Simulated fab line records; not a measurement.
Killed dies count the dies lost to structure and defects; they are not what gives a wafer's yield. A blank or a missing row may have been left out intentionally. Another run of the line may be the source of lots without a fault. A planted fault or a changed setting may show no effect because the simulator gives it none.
fab line records	flow n5_finfet
record lots=8	wafers=24	last_day=17
route steps=1938 shown MOL_CONTACT_COAG@531 BEOL_M4@1111 PASSIVATION@1936
lots that met no fault: from a run of the same line without faults
start_h: hours from the record's first day to the start of the lot's first wafer shown	wait_h: hours since the lot's step before	" same as the row above	L1.1+2: several wafers, shown together as one row	- no value, or no start was given	* or withheld: withheld	< > ~ a bound
route shown NAME@n: a module of which the file shows steps, and the number in the route of the first	usual: mean/standard deviation of fault-free wafers	same: alike in all rows	chamber/n: place in a boat	sites: the reading at each site	_std_site: the standard deviation of these	_edge_site: mean of outer sites minus mean of inner sites	radius_mm: for every site, how far away it sits from the centre of the wafer	mask NAME#n: copy n	behind: tool/chamber where the wafer was last shaped	hold: cause of the lot's hold/its duration in hours/its outcome	device: names the non-switching transistor (n, p or np)	end of line: the tests these same wafers got at the end of their route	a step with no rows: only its recipe	killed: dies lost to structure and defects at the first sort, not the wafer's yield	map: a wafer's dies, marking killed ones x, the rest . and places with no die _
set.NAME: setting as actually run; set.NAME@STEP: the setting as run at that earlier step	model.NAME: the simulator's own value behind a step, which no gauge read
steps of the route over a sample of lots; a table a step, a row a wafer
services: from which hour (start_h, from the record's first day; less than 0 if before it) a tool's chamber was out of use, for how many hours, and why
## steps
# step N5_MOL_CONTACT_COAG_ETCH_105
# recipe chemistry=CF4	target=SiARC	target_depth_a=156	mask_material=CAR-EUV	time_s=26	ion_energy_ev=80	pressure_mtorr=40	source_w=545	bias_w=36	Ar_flow_sccm=100	cf4_flow_sccm=100	ends=cleared
# usual bias_w=36.00/0.11	cf4_flow_sccm=99.97/0.27	drypump_motor_current_A=5.6/0.4	etch_rf_on_time_s=26.1/0.71	mfc_ar_sccm=100.0/0.32	oes_product_au=0.67/0.076	rf_vpp_V=183.7/1.1	showerhead_plenum_p_Torr=2.11/0.046	throttle_valve_pct=15.64/0.13
lot.wafer	tool	chamber	start_h	wait_h	bias_w	cf4_flow_sccm	drypump_motor_current_A	etch_rf_on_time_s	mfc_ar_sccm	oes_product_au	rf_hours_counter_h	rf_vpp_V	showerhead_plenum_p_Torr	throttle_valve_pct
L768.2	rie_diel-06	1	130.22	0.0	35.78	99.65	6.2	26.0	99.9	0.80	17	183.4	2.10	15.68
L768.3	"	2	"	"	35.88	100.26	5.5	27.6	99.8	0.63	168	184.4	2.13	15.80
L768.6	"	1	"	"	35.76	99.47	6.2	25.5	99.8	0.82	-	184.5	2.10	15.68
L774.1	rie_diel-02	2	165.33	0.0	36.11	100.03	4.8	26.8	100.0	0.63	173	185.7	2.18	15.45
L774.5	"	1	"	"	36.09	99.75	5.7	25.9	99.8	0.61	-	182.5	2.04	15.50
L774.6	"	2	"	"	35.91	99.99	4.8	26.4	100.3	0.65	-	183.8	2.18	15.45
L779.1	rie_diel-02	2	199.72	0.0	35.69	99.64	4.8	26.5	100.0	0.64	186	185.8	2.18	15.48
L779.2	"	1	"	"	36.09	99.56	5.6	25.9	99.8	0.61	205	181.8	2.03	15.52
L779.3	"	3	"	"	36.05	100.18	5.2	24.5	99.6	0.75	55	184.2	2.10	15.72
L780.2	rie_diel-04	0	204.46	0.0	36.11	99.94	6.1	26.4	99.9	0.61	224	184.3	2.18	15.64
L780.4	"	2	"	"	36.04	99.70	6.0	26.6	100.2	0.60	216	185.2	2.11	15.65
L780.5	"	2	"	"	36.07	99.74	6.0	26.8	100.1	0.59	-	183.7	2.11	15.66
L781.1	rie_diel-04	0	208.64	0.0	36.03	99.84	6.1	26.3	99.9	0.60	225	185.1	2.18	15.64
L781.4	"	2	"	"	35.83	99.93	6.0	26.7	99.7	0.59	217	184.7	2.11	15.67
L781.5	"	0	"	"	35.97	99.48	6.1	26.2	100.3	0.60	-	185.4	2.18	15.62
L782.2	rie_diel-02	3	213.28	0.0	35.99	99.57	5.2	24.7	100.2	0.74	59	182.9	2.10	15.72
L782.5	"	2	"	"	35.96	99.79	4.8	26.6	100.1	0.63	-	185.1	2.18	15.47
L782.6	"	1	"	"	36.14	100.35	5.7	26.3	99.8	0.60	-	183.8	2.03	15.54
L783.2	rie_diel-06	0	223.91	0.0	35.88	99.77	5.7	25.1	100.0	0.81	12	182.0	2.09	15.24
L783.4	"	2	"	"	36.11	100.14	5.5	27.6	100.5	0.62	193	185.1	2.12	15.85
L783.5	"	0	"	"	35.93	99.79	5.7	25.0	100.2	0.81	-	183.1	2.09	15.25
L784.3	rie_diel-02	1	230.36	0.0	35.85	100.24	5.7	26.2	99.7	0.60	217	182.5	2.03	15.53
L784.4	"	0	"	"	36.02	100.15	5.9	26.7	99.4	0.59	246	185.3	2.21	15.70
L784.5	"	2	"	"	36.03	100.02	4.8	26.6	100.2	0.63	-	184.7	2.18	15.48
# step N5_MOL_CONTACT_COAG_ANNEAL_113
# recipe temp_c=400	time_s=300	ambient=H2/N2
# usual anneal_temp_c=400.00/0.21	lamp_power_pct=3.0/0.44	wafer_temp_C_max=402.4/0.45
lot.wafer	tool	chamber	start_h	wait_h	anneal_temp_c	lamp_power_pct	wafer_temp_C_max
L768.2	rtp_anneal-01	0	133.55	0.5	399.82	3.4	402.4
L768.3	"	0	"	"	400.07	3.4	402.7
L768.6	"	0	"	"	400.13	3.4	402.6
L774.1	rtp_anneal-01	0	169.81	0.3	400.07	3.4	402.9
L774.5	"	0	"	"	399.86	3.4	401.8
L774.6	"	0	"	"	400.24	3.4	402.8
L779.1	rtp_anneal-01	0	203.15	0.3	399.96	3.4	402.6
L779.2	"	0	"	"	399.96	3.4	403.0
L779.3	"	0	"	"	400.31	3.4	401.5
L780.2	rtp_anneal-01	0	207.77	0.6	399.65	3.4	402.4
L780.4	"	0	"	"	399.75	3.4	403.0
L780.5	"	0	"	"	399.89	3.4	402.4
L781.1	rtp_anneal-01	0	211.66	0.3	399.62	3.4	402.2
L781.4	"	0	"	"	399.71	3.4	402.9
L781.5	"	0	"	"	399.80	3.4	402.8
L782.2	rtp_anneal-02	0	217.08	0.8	399.91	2.5	402.0
L782.5	"	0	"	"	400.04	2.5	403.2
L782.6	"	0	"	"	399.64	2.5	402.2
L783.2	rtp_anneal-01	0	228.56	0.9	399.99	3.4	402.3
L783.4	"	0	"	"	400.19	3.4	402.2
L783.5	"	0	"	"	399.58	3.4	401.9
L784.3	rtp_anneal-02	0	234.50	1.3	400.18	2.5	401.7
L784.4	"	0	"	"	400.42	2.5	402.7
L784.5	"	0	"	"	399.86	2.5	402.7
# step N5_MOL_CONTACT_COAG_ALD_27
# recipe material=SiOC	target_thk_a=170	temp_c=400	ald_precursor_family=carbosiloxane	ald_co_reactant=H2-plasma	pulse_time_s=1.5	time_s=2720	purge_time_s=2	co_reactant_purge_time_s=2	ald_cycles=340	pressure_torr=2
# usual ald_cycles=340/0	chamber_pressure_Torr=2.000/0.0044	heater_power_w=863/68	precursor_pulse_height_rel=1.000/0.021	pulse_time_s=1.5/0	susceptor_temp_C=399.96/0.23
lot.wafer	tool	chamber	start_h	wait_h	ald_cycles	chamber_pressure_Torr	heater_power_w	precursor_pulse_height_rel	pulse_time_s	susceptor_temp_C
L768.2	ald_sin-01	1	136.04	0.0	340	2.004	990	0.976	1.5	400.29
L768.3	"	0	"	"	340	2.001	929	0.958	1.5	399.84
L768.6	"	3	"	"	340	1.997	820	1.023	1.5	399.69
L774.1	ald_sin-01	1	174.57	0.0	340	2.011	984	0.991	1.5	399.76
L774.5	"	1	"	"	340	2.005	1015	0.992	1.5	399.79
L774.6	"	0	"	"	340	2.004	933	0.982	1.5	400.10
L779.1	ald_sin-01	1	207.29	0.4	-	-	-	-	-	-
L779.2	"	0	"	"	-	-	-	-	-	-
L779.3	"	3	"	"	-	-	-	-	-	-
L780.2	ald_sin-02	2	210.83	0.0	-	-	-	-	-	-
L780.4	"	0	"	"	-	-	-	-	-	-
L780.5	"	3	"	"	-	-	-	-	-	-
L781.1	ald_sin-02	3	214.33	0.0	-	-	-	-	-	-
L781.4	"	2	"	"	-	-	-	-	-	-
L781.5	"	3	"	"	-	-	-	-	-	-
L782.2	ald_sin-02	0	220.73	0.0	340	1.996	797	1.017	1.5	400.07
L782.5	"	1	"	"	340	2.003	871	1.013	1.5	399.92
L782.6	"	2	"	"	340	1.998	849	0.978	1.5	399.94
L783.2	ald_sin-03	0	231.38	0.7	340	2.005	801	1.011	1.5	399.75
L783.4	"	3	"	"	340	2.008	916	1.010	1.5	400.16
L783.5	"	2	"	"	340	2.000	1017	0.987	1.5	400.04
L784.3	ald_sin-03	2	236.42	0.0	340	2.002	998	1.016	1.5	400.02
L784.4	"	3	"	"	340	1.996	944	1.010	1.5	400.00
L784.5	"	2	"	"	340	2.003	982	0.983	1.5	399.96
# step N5_MOL_CONTACT_COAG_INSPECT_57
# recipe mode=adi	inspect_instrument=brightfield
# usual raw_defect_count=221/77
lot.wafer	tool	chamber	start_h	wait_h	raw_defect_count
L768.2	defect_inspect-01	-	139.12	0.0	336
L768.3	"	-	"	"	220
L768.6	"	-	"	"	295
L774.1	defect_inspect-02	-	177.73	0.1	256
L774.5	"	-	"	"	273
L774.6	"	-	"	"	207
L779.1	defect_inspect-01	-	210.26	0.1	168
L779.2	"	-	"	"	186
L779.3	"	-	"	"	152
L780.2	defect_inspect-01	-	213.84	0.0	217
L780.4	"	-	"	"	225
L780.5	"	-	"	"	221
L781.1	defect_inspect-01	-	217.23	0.1	232
L781.4	"	-	"	"	241
L781.5	"	-	"	"	143
L782.2	defect_inspect-02	-	223.87	0.0	216
L782.5	"	-	"	"	135
L782.6	"	-	"	"	125
L783.2	defect_inspect-01	-	234.34	0.0	294
L783.4	"	-	"	"	231
L783.5	"	-	"	"	152
L784.3	defect_inspect-01	-	239.39	0.0	209
L784.4	"	-	"	"	307
L784.5	"	-	"	"	218
# step N5_MOL_CONTACT_COAG_ETCH_48
# recipe chemistry=C4F6/O2	target_depth_a=150	overetch_a=45	mask_material=SOC	target=SiOC	bias_w=465	pressure_mtorr=10	time_s=17	source_w=335	Ar_flow_sccm=300	C4F6_flow_sccm=10	O2_flow_sccm=10	ion_energy_ev=576
# usual C4F6_flow_sccm=10.004/0.027	bias_w=464.9/1.4	drypump_motor_current_A=5.6/0.41	mfc_ar_sccm=300.1/0.89	oes_product_au=0.66/0.071	rf_vpp_V=1568/46	showerhead_plenum_p_Torr=2.81/0.069	throttle_valve_pct=40.6/0.56
lot.wafer	tool	chamber	start_h	wait_h	C4F6_flow_sccm	bias_w	drypump_motor_current_A	mfc_ar_sccm	oes_product_au	rf_hours_counter_h	rf_vpp_V	showerhead_plenum_p_Torr	throttle_valve_pct
L768.2	rie_diel-04	3	140.95	0.0	10.028	463.5	5.5	301.0	0.71	108	1567	2.79	41.0
L768.3	"	0	"	"	9.991	467.6	6.1	299.5	0.62	198	1548	2.93	40.3
L768.6	"	0	"	"	9.986	465.6	6.1	301.3	0.60	-	1549	2.93	40.3
L774.1	rie_diel-04	1	181.64	0.0	9.997	465.4	5.1	300.3	0.64	153	1555	2.75	41.6
L774.5	"	0	"	"	9.998	463.8	6.1	300.3	0.60	-	1547	2.92	40.3
L774.6	"	3	"	"	9.988	465.4	5.5	297.7	0.66	-	1566	2.78	41.0
L779.1	rie_diel-06	0	212.20	0.0	10.017	462.6	5.7	299.2	0.35	8	1482	2.81	40.7
L779.2	"	1	"	"	9.970	465.4	6.2	300.2	0.33	52	1675	2.75	40.4
L779.3	"	3	"	"	9.997	465.3	5.5	299.9	0.32	75	1591	2.79	40.8
L780.2	rie_diel-04	1	215.94	0.0	9.977	464.7	5.1	299.0	0.27	166	1554	2.74	41.5
L780.4	"	3	"	"	10.004	465.3	5.5	299.3	0.29	135	1567	2.78	40.8
L780.5	"	1	"	"	9.997	466.9	5.1	298.9	0.27	-	1555	2.74	41.5
L781.1	rie_diel-06	2	219.94	0.0	10.009	465.3	5.5	301.3	0.27	191	1624	2.81	40.8
L781.4	"	3	"	"	10.035	464.9	5.5	302.2	0.31	78	1590	2.79	40.8
L781.5	"	2	"	"	10.044	464.7	5.5	300.0	0.27	-	1624	2.81	40.8
L782.2	rie_diel-04	1	225.71	0.0	10.023	463.8	5.1	299.4	0.63	169	1555	2.74	41.6
L782.5	"	3	"	"	9.972	462.7	5.5	299.7	0.60	-	1565	2.77	41.0
L782.6	"	0	"	"	10.079	464.3	6.1	299.5	0.56	-	1548	2.91	40.3
L783.2	rie_diel-04	1	236.28	0.0	9.989	467.6	5.1	300.0	0.66	173	1554	2.74	41.7
L783.4	"	2	"	"	10.022	466.4	6.0	300.4	0.61	228	1525	2.80	40.4
L783.5	"	3	"	"	9.970	464.8	5.5	299.6	0.67	-	1567	2.77	41.0
L784.3	rie_diel-04	1	242.08	0.0	9.977	465.6	5.1	301.9	0.66	175	1554	2.74	41.6
L784.4	"	3	"	"	9.987	464.2	5.5	299.0	0.67	144	1566	2.77	41.0
L784.5	"	1	"	"	10.005	466.0	5.1	299.8	0.67	-	1553	2.74	41.7
# step N5_BEOL_M4_RC_MEAS_101
# usual DIBL_N=37.3/2.3	DIBL_P=37.4/2.9	IOFF_N=0.18/0.045	IOFF_P=0.25/0.054	ION_N=679/15	ION_P=468/9.7	SS_N=71.8/0.62	SS_P=73.6/0.76	VT_N=248/4.1	VT_P=-248/3.6
lot.wafer	tool	chamber	start_h	wait_h	DIBL_N[mV/V]	DIBL_P[mV/V]	IOFF_N[nA/um]	IOFF_P[nA/um]	ION_N[uA/um]	ION_P[uA/um]	SS_N[mV/dec]	SS_P[mV/dec]	VT_N[mV]	VT_P[mV]
L768.2	prober-01	0	199.46	0.2	35.1	35.3	0.15	0.22	687	473	71.1	73.1	246	-248
L768.3	"	0	"	"	37.2	38.0	0.19	0.27	687	472	72.2	73.1	245	-245
L768.6	"	0	"	"	37.0	37.3	0.19	0.26	687	470	71.5	73.8	245	-247
L774.1	prober-02	0	260.49	0.0	39.9	41.6	0.25	0.33	703	481	71.6	73.8	245	-243
L774.5	"	0	"	"	33.8	33.4	0.12	0.18	675	470	71.2	72.9	252	-251
L774.6	"	0	"	"	36.5	36.2	0.15	0.22	658	465	71.5	73.8	253	-247
L782.2	prober-02	0	295.89	0.2	40.7	41.8	0.23	0.30	679	467	72.8	73.9	244	-248
L782.5	"	0	"	"	35.8	35.6	0.14	0.20	662	462	71.7	73.1	252	-252
L782.6	"	0	"	"	39.5	41.2	0.22	0.28	677	464	73.2	74.6	246	-249
L783.2	prober-01	0	300.67	0.2	38.2	37.6	0.17	0.22	663	455	72.4	73.6	254	-252
L783.4	"	0	"	"	38.9	41.0	0.22	0.31	688	470	72.6	74.6	244	-246
L783.5	"	0	"	"	34.8	34.9	0.12	0.19	654	460	71.5	73.9	257	-251
L784.3	prober-02	0	301.76	0.3	38.2	36.8	0.19	0.30	680	476	71.5	73.7	246	-242
L784.4	"	0	"	"	37.2	36.0	0.18	0.26	681	468	71.3	73.0	246	-246
L784.5	"	0	"	"	34.7	33.0	0.13	0.21	675	472	71.0	72.6	251	-248
# step N5_PASSIVATION_PROBE_49
# usual defect_limited_yield=91.3/1.5	killed_at_M0_to_M3=35/8.7	killed_at_M4_up=14/5.5	killed_at_contacts=11/5.6	killed_at_front_end=39/13	killed_at_other=3.7/2.2	killed_dies=103/18	killed_on_rim=14/4.4	killed_open=69/14	killed_short=33/7.8	sort_bin_5_function=5.1/0.99	sort_bin_6_memory=3.3/0.67	sort_n_pass=1077/18	sort_yield_pct=91.2/1.5
# same gross_dies=1180	killed_at_back_side=0	sort_bin_4_leakage[%]=0	sort_bin_8_speed[%]=0
lot.wafer	tool	chamber	start_h	wait_h	defect_limited_yield[%]	killed_at_M0_to_M3	killed_at_M4_up	killed_at_contacts	killed_at_front_end	killed_at_other	killed_dies	killed_on_rim	killed_open	killed_short	sort_bin_5_function[%]	sort_bin_6_memory[%]	sort_n_pass	sort_yield_pct[%]
L768.2	prober-01	-	302.85	0.1	92.1	36	9	8	34	6	93	13	58	34	5.1	2.3	1087	92.1
L768.3	prober-01	-	302.90	0.1	91.7	41	16	9	27	5	98	9	68	30	4.6	3.5	1082	91.7
L768.6	prober-01	-	303.05	0.3	92.2	27	20	6	32	7	92	9	66	25	4.6	3.1	1088	92.2
L774.1	prober-02	-	359.58	0.0	93.1	28	11	8	34	0	81	4	52	29	4.4	2.2	1099	93.1
L774.5	prober-02	-	359.78	0.2	91.8	34	19	6	37	1	97	12	64	33	5.3	2.5	1083	91.8
L774.6	prober-02	-	359.83	0.3	91.2	36	10	7	44	7	104	16	64	39	6.0	2.5	1076	91.2
L779.1	prober-02	-	377.61	0.0	26.8	52	12	751	45	4	864	57	64	58	68.2	4.6	316	26.8
L779.2	prober-02	-	377.66	0.1	28.1	37	8	771	28	5	849	65	49	36	68.9	2.8	331	28.1
L779.3	prober-02	-	377.71	0.1	28.0	37	15	764	27	7	850	117	69	35	68.2	3.4	330	28.0
L780.2	prober-02	-	381.77	0.1	28.6	35	8	765	32	3	843	146	64	25	68.4	3.0	337	28.6
L780.4	prober-02	-	381.87	0.2	27.4	38	13	751	47	8	857	52	86	23	68.9	3.6	323	27.4
L780.5	prober-02	-	381.92	0.2	26.2	36	9	772	51	3	871	52	80	32	69.7	3.6	309	26.2
L784.3	prober-01	-	405.04	0.1	89.2	34	13	15	63	3	128	18	88	39	6.3	4.4	1052	89.2
L784.4	prober-01	-	405.09	0.2	91.2	31	19	8	45	1	104	12	65	36	5.4	2.9	1076	91.2
L784.5	prober-01	-	405.14	0.2	88.8	37	22	20	50	3	132	23	90	37	6.8	4.3	1048	88.8
L781.1	prober-02	-	412.42	0.0	29.0	19	19	759	38	3	838	49	67	22	67.9	2.7	342	29.0
L781.4	prober-02	-	412.57	0.2	26.7	32	12	777	40	4	865	152	69	30	69.7	3.1	315	26.7
L781.5	prober-02	-	412.62	0.2	27.1	32	12	761	52	3	860	50	77	37	68.8	3.6	320	27.1
L782.2	prober-01	-	413.45	0.1	90.9	31	18	18	39	1	107	12	77	26	5.2	3.6	1073	90.9
L782.5	prober-01	-	413.60	0.2	90.7	36	9	25	37	3	110	18	85	24	5.6	3.5	1070	90.7
L782.6	prober-01	-	413.65	0.3	93.3	30	8	12	29	0	79	12	44	34	3.2	3.1	1101	93.3
L783.2	prober-02	-	415.42	0.1	90.4	24	26	7	54	2	113	19	77	29	5.1	3.9	1067	90.4
L783.4	prober-02	-	415.52	0.2	90.8	27	11	7	61	2	108	18	74	32	5.8	3.1	1072	90.8
L783.5	prober-02	-	415.57	0.2	90.4	30	22	10	44	7	113	13	82	31	6.0	3.3	1067	90.4
# killed by level:class
L768.2 DUMMY_GATE:geometric_particle:open=8 BEOL_M0_SAQP:geometric_particle:open=7 MOL_CONTACT_COAG:geometric_particle:open=7 FIN_SAQP:geometric_particle:open=6 BEOL_M0_SAQP:geometric_particle:short=6 BEOL_M2:geometric_particle:open=6 BEOL_M3:geometric_particle:open=6 DUMMY_GATE:geometric_particle:short=5
L768.3 BEOL_M0_SAQP:geometric_particle:open=11 BEOL_M2:geometric_particle:open=8 BEOL_M4:geometric_particle:open=7 DUMMY_GATE:geometric_particle:open=6 MOL_CONTACT_COAG:geometric_particle:open=6 BEOL_M3:geometric_particle:open=6 FIN_SAQP:geometric_particle:open=5 GATE_CUT:geometric_particle:short=4
L768.6 BEOL_M4:geometric_particle:open=10 BEOL_M0_SAQP:geometric_particle:open=8 STI_FIN_REVEAL:geometric_particle:open=6 MOL_CONTACT_COAG:geometric_particle:open=6 DUMMY_GATE:geometric_particle:open=5 BEOL_M3:geometric_particle:open=5 STARTING-WAFER:geometric_particle:short=4 GATE_CUT:geometric_particle:short=4
L774.1 FIN_SAQP:geometric_particle:short=12 FIN_SAQP:geometric_particle:open=8 MOL_CONTACT_COAG:geometric_particle:open=7 BEOL_M0_SAQP:geometric_particle:open=7 BEOL_M1:geometric_particle:open=6 BEOL_M4:geometric_particle:open=5 BEOL_M0_SAQP:geometric_particle:short=4 STI_FIN_REVEAL:geometric_particle:open=3
L774.5 FIN_SAQP:geometric_particle:short=11 FIN_SAQP:geometric_particle:open=10 BEOL_M4:geometric_particle:open=10 BEOL_M0_SAQP:geometric_particle:open=9 DUMMY_GATE:geometric_particle:open=6 MOL_CONTACT_COAG:geometric_particle:open=6 BEOL_M1:geometric_particle:open=6 BEOL_M0_SAQP:geometric_particle:short=4
L774.6 FIN_SAQP:geometric_particle:open=13 FIN_SAQP:geometric_particle:short=11 BEOL_M0_SAQP:geometric_particle:open=7 BEOL_M1:geometric_particle:open=6 STI_FIN_REVEAL:geometric_particle:open=5 MOL_CONTACT_COAG:geometric_particle:open=5 BEOL_M0_SAQP:geometric_particle:short=5 BEOL_M2:geometric_particle:open=5
L779.1 MOL_CONTACT_COAG:area_ald=739 BEOL_M0_SAQP:geometric_particle:short=14 MOL_CONTACT_COAG:geometric_particle:open=9 BEOL_M2:geometric_particle:open=9 FIN_SAQP:geometric_particle:short=8 GATE_CUT:geometric_particle:short=8 BEOL_M0_SAQP:geometric_particle:open=7 BEOL_M1:geometric_particle:open=7
L779.2 MOL_CONTACT_COAG:area_ald=762 BEOL_M0_SAQP:geometric_particle:short=11 BEOL_M0_SAQP:geometric_particle:open=11 STI_FIN_REVEAL:geometric_particle:open=8 MOL_CONTACT_COAG:geometric_particle:open=7 FIN_SAQP:geometric_particle:short=6 BEOL_M2:geometric_particle:open=5 BEOL_M2:geometric_particle:short=4
L779.3 MOL_CONTACT_COAG:area_ald=744 MOL_CONTACT_COAG:geometric_particle:open=15 BEOL_M0_SAQP:geometric_particle:short=12 BEOL_M2:geometric_particle:open=7 BEOL_M4:geometric_particle:open=7 DUMMY_GATE:geometric_particle:open=6 BEOL_M0_SAQP:geometric_particle:open=6 GATE_CUT:geometric_particle:short=5
L780.2 MOL_CONTACT_COAG:area_ald=754 BEOL_M2:geometric_particle:open=11 MOL_CONTACT_COAG:geometric_particle:open=9 BEOL_M3:geometric_particle:open=8 GATE_CUT:geometric_particle:open=6 STI_FIN_REVEAL:geometric_particle:open=4 DUMMY_GATE:geometric_particle:open=4 BEOL_M0_SAQP:geometric_particle:short=4
L780.4 MOL_CONTACT_COAG:area_ald=747 BEOL_M3:geometric_particle:open=18 STI_FIN_REVEAL:geometric_particle:open=11 FIN_SAQP:geometric_particle:open=9 DUMMY_GATE:geometric_particle:open=6 BEOL_M1:geometric_particle:open=6 BEOL_M2:geometric_particle:open=5 PAD_METAL:geometric_particle:open=4
L780.5 MOL_CONTACT_COAG:area_ald=757 BEOL_M0_SAQP:geometric_particle:open=13 MOL_CONTACT_COAG:geometric_particle:open=12 STI_FIN_REVEAL:geometric_particle:open=9 FIN_SAQP:geometric_particle:open=8 ILD0:geometric_particle:short=7 BEOL_M2:geometric_particle:open=7 BEOL_M0_SAQP:geometric_particle:short=5
L784.3 FIN_SAQP:geometric_particle:open=25 MOL_CONTACT_COAG:geometric_particle:open=14 STI_FIN_REVEAL:geometric_particle:open=13 FIN_SAQP:geometric_particle:short=12 BEOL_M0_SAQP:geometric_particle:open=12 BEOL_M3:geometric_particle:open=6 BEOL_M0_SAQP:geometric_particle:short=5 BEOL_M4:geometric_particle:open=5
L784.4 FIN_SAQP:geometric_particle:open=12 BEOL_M0_SAQP:geometric_particle:short=7 BEOL_M4:geometric_particle:open=7 MOL_CONTACT_COAG:geometric_particle:open=6 GATE_CUT:geometric_particle:short=5 BEOL_M0_SAQP:geometric_particle:open=5 BEOL_M0:geometric_particle:short=5 GATE_CUT:geometric_particle:open=4
L784.5 FIN_SAQP:geometric_particle:open=16 MOL_CONTACT_COAG:geometric_particle:open=15 FIN_SAQP:geometric_particle:short=12 BEOL_M0_SAQP:geometric_particle:open=11 BEOL_M4:geometric_particle:open=10 STI_FIN_REVEAL:geometric_particle:open=10 BEOL_M1:geometric_particle:open=7 BEOL_M0_SAQP:geometric_particle:short=5
L781.1 MOL_CONTACT_COAG:area_ald=747 STI_FIN_REVEAL:geometric_particle:open=15 BEOL_M4:geometric_particle:open=13 MOL_CONTACT_COAG:geometric_particle:open=11 DUMMY_GATE:geometric_particle:open=9 BEOL_M1:geometric_particle:open=6 FIN_SAQP:geometric_particle:open=4 BEOL_M0_SAQP:geometric_particle:open=4
L781.4 MOL_CONTACT_COAG:area_ald=764 MOL_CONTACT_COAG:geometric_particle:open=12 FIN_SAQP:geometric_particle:short=10 BEOL_M0_SAQP:geometric_particle:open=9 STI_FIN_REVEAL:geometric_particle:open=7 BEOL_M2:geometric_particle:open=7 DUMMY_GATE:geometric_particle:open=6 SPACER0:geometric_particle:open=6
L781.5 MOL_CONTACT_COAG:area_ald=745 STI_FIN_REVEAL:geometric_particle:open=16 MOL_CONTACT_COAG:geometric_particle:open=16 BEOL_M3:geometric_particle:open=8 GATE_CUT:geometric_particle:open=5 BEOL_M2:geometric_particle:open=5 BEOL_M0_SAQP:geometric_particle:short=5 BEOL_M0_SAQP:geometric_particle:open=5
L782.2 MOL_CONTACT_COAG:geometric_particle:open=16 BEOL_M4:geometric_particle:open=11 FIN_SAQP:geometric_particle:open=8 BEOL_M3:geometric_particle:open=8 BEOL_M2:geometric_particle:open=7 DUMMY_GATE:geometric_particle:open=5 GATE_CUT:geometric_particle:short=4 FIN_SAQP:geometric_particle:short=4
L782.5 MOL_CONTACT_COAG:geometric_particle:open=21 FIN_SAQP:geometric_particle:open=17 BEOL_M3:geometric_particle:open=11 BEOL_M2:geometric_particle:open=8 BEOL_M4:geometric_particle:open=6 FIN_SAQP:geometric_particle:short=5 SPACER0:geometric_particle:open=4 MOL_CONTACT_COAG:geometric_particle:short=4
L782.6 BEOL_M0_SAQP:geometric_particle:short=10 MOL_CONTACT_COAG:geometric_particle:open=8 BEOL_M3:geometric_particle:open=7 FIN_SAQP:geometric_particle:open=5 FIN_SAQP:geometric_particle:short=5 STARTING-WAFER:geometric_particle:short=5 STI_FIN_REVEAL:geometric_particle:open=4 MOL_CONTACT_COAG:geometric_particle:short=4
L783.2 FIN_SAQP:geometric_particle:open=20 BEOL_M4:geometric_particle:open=10 FIN_SAQP:geometric_particle:short=8 BEOL_M3:geometric_particle:open=7 MOL_CONTACT_COAG:geometric_particle:open=6 HKMG_FIN:area_etch=5 STI_FIN_REVEAL:geometric_particle:open=4 BEOL_M2:geometric_particle:open=4
L783.4 STI_FIN_REVEAL:geometric_particle:open=29 DUMMY_GATE:geometric_particle:open=6 MOL_CONTACT_COAG:geometric_particle:open=6 BEOL_M1:geometric_particle:open=5 BEOL_M3:geometric_particle:open=5 BEOL_M3:geometric_particle:short=5 BEOL_M4:geometric_particle:open=5 STARTING-WAFER:geometric_particle:short=5
L783.5 BEOL_M4:geometric_particle:open=16 STI_FIN_REVEAL:geometric_particle:open=14 MOL_CONTACT_COAG:geometric_particle:open=10 FIN_SAQP:geometric_particle:open=9 GATE_CUT:geometric_particle:short=9 BEOL_M1:geometric_particle:open=9 BEOL_M0_SAQP:geometric_particle:short=7 BEOL_M0_SAQP:geometric_particle:open=6
## services
tool	chamber	start_h	hours	kind
ald_sin-03	3	119.68	10.7	repair
rie_diel-06	2	148.52	29.0	repair
rie_diel-02	3	166.84	4.9	repair
rie_diel-02	-	177.25	2.8	pm
rie_diel-06	0	177.60	-	clean
rie_diel-06	0	177.60	-	consumable_replace:focus_ring
rie_diel-06	0	177.60	13.5	scheduled_down
rie_diel-06	0	177.60	13.5	vent_cycle
rie_diel-04	2	179.58	5.0	repair
ald_sin-02	2	195.76	12.1	repair
rie_diel-02	0	197.42	3.8	repair
ald_sin-02	0	212.82	3.4	repair
ald_sin-03	1	227.87	2.8	repair
ald_sin-01	3	233.49	12.2	repair
ald_sin-01	2	234.21	7.9	repair
ald_sin-03	2	239.43	4.2	repair
rie_diel-02	0	240.73	-	clean
rie_diel-02	0	240.73	-	consumable_replace:focus_ring
rie_diel-02	0	240.73	20.3	scheduled_down
rie_diel-02	0	240.73	20.3	vent_cycle
## key
first_sign step=N5_MOL_CONTACT_COAG_ALD_27	reading=tool_record	direction=missing
effect step=N5_MOL_CONTACT_COAG_ETCH_48	reading=oes_product_au	direction=down	sigmas=5.1	usual=0.66	struck=0.30
effect step=N5_PASSIVATION_PROBE_49	reading=killed_at_contacts	direction=up	sigmas=99+	usual=11	struck=763
more_kills_born_at N5_MOL_CONTACT_COAG_ALD_27@ald_sin-02=4514	N5_MOL_CONTACT_COAG_ALD_27@ald_sin-01=2245
met_at N5_MOL_CONTACT_COAG_ALD_27
struck_lots L779,L780,L781
later_rows_left_out L779.1,L779.2,L779.3,L780.2,L780.4,L780.5,L781.1,L781.4,L781.5
not_acting_at N5_MOL_CONTACT_COAG_ETCH_105,N5_MOL_CONTACT_COAG_ANNEAL_113,N5_MOL_CONTACT_COAG_INSPECT_57
onset_between 174.57 207.29
fault kind=skipped_step_whole	tool=ald_sin-01,ald_sin-02	chamber=-	onset_h=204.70	steps=N5_MOL_CONTACT_COAG_ALD_27	scope=struck_lots_only
# later_rows_left_out: the simulator's readings of these wafers behind a module that went badly wrong aren't trusted and aren't shown, but for the sort
